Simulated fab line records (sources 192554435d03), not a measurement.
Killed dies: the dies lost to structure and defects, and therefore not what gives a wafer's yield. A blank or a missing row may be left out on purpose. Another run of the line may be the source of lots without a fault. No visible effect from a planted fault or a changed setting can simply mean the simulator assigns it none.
Chamber matching    flow n5 finfet    N5_HKMG_FIN_PWFM_ALD_03 on ald metal-03 has 4 sister chambers
The step deposits TiN, target thk 2 nm, pulse time 1 s, purge time 3 s. 18 wafers are shown with their chamber, then 9 later ones without.

## WAFERS, EACH WITH ITS CHAMBER
wafer   chamber  heater power w (W)  precursor pulse height rel
L074.1  3        964                 0.957
L074.2  1        993                 0.997
L074.3  0        725                 0.983
L079.1  2        826                 1.006
L079.2  0        717                 1.021
L079.3  3        967                 1.011
L079.4  1        978                 0.985
L079.5  0        714                 0.997
L079.6  1        1020                0.959
L081.1  3        941                 0.959
L081.4  1        1012                0.993
L081.6  3        945                 0.972
L088.1  1        987                 1.025
L088.2  0        724                 0.995
L088.6  2        842                 1.006
L091.1  0        709                 0.990
L091.4  2        823                 0.981
L091.6  0        718                 0.970

SIGNATURES (means of the wafers above)
reading                     chamber 0  chamber 1  chamber 2  chamber 3  scatter within a chamber
heater power w              717.83     998.00     830.33     954.25     12.4
precursor pulse height rel  0.99267    0.99180    0.99767    0.97475    0.0207
Rule: for each reading, subtract the chamber's mean from the wafer's reading, divide by that reading's scatter and square the result; add these up over the readings and take the root, which gives the wafer's distance from the chamber. The wafer belongs to the nearest chamber; if the next one is less than 2 further off, it can't be placed. How the scatter is found: for the shown wafers, subtract from each reading the mean of its chamber, square and add these, divide the total by (wafers less chambers), then take the root.

## WAFERS MISSING THEIR CHAMBER
wafer   heater power w (W)  precursor pulse height rel
L093.3  824                 1.007
L093.4  741                 1.015
L093.6  974                 0.993
L096.1  709                 1.008
L096.2  839                 0.977
L096.3  946                 0.991
L096.4  984                 1.000
L096.5  997                 1.049
L096.6  822                 0.990

## CHAMBER TAKEN BY EACH
wafer   from the rows above      in truth
L093.3  2                        2
L093.4  0                        0
L093.6  can't be placed: 3 or 1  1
L096.1  0                        0
L096.2  2                        2
L096.3  3                        3
L096.4  can't be placed: 1 or 3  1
L096.5  1                        1
L096.6  2                        2
Correct placement for 7 of the 9. From these rows, 2 cannot be placed; in 2 the true chamber is one of the candidates. Placed wrongly: 0.
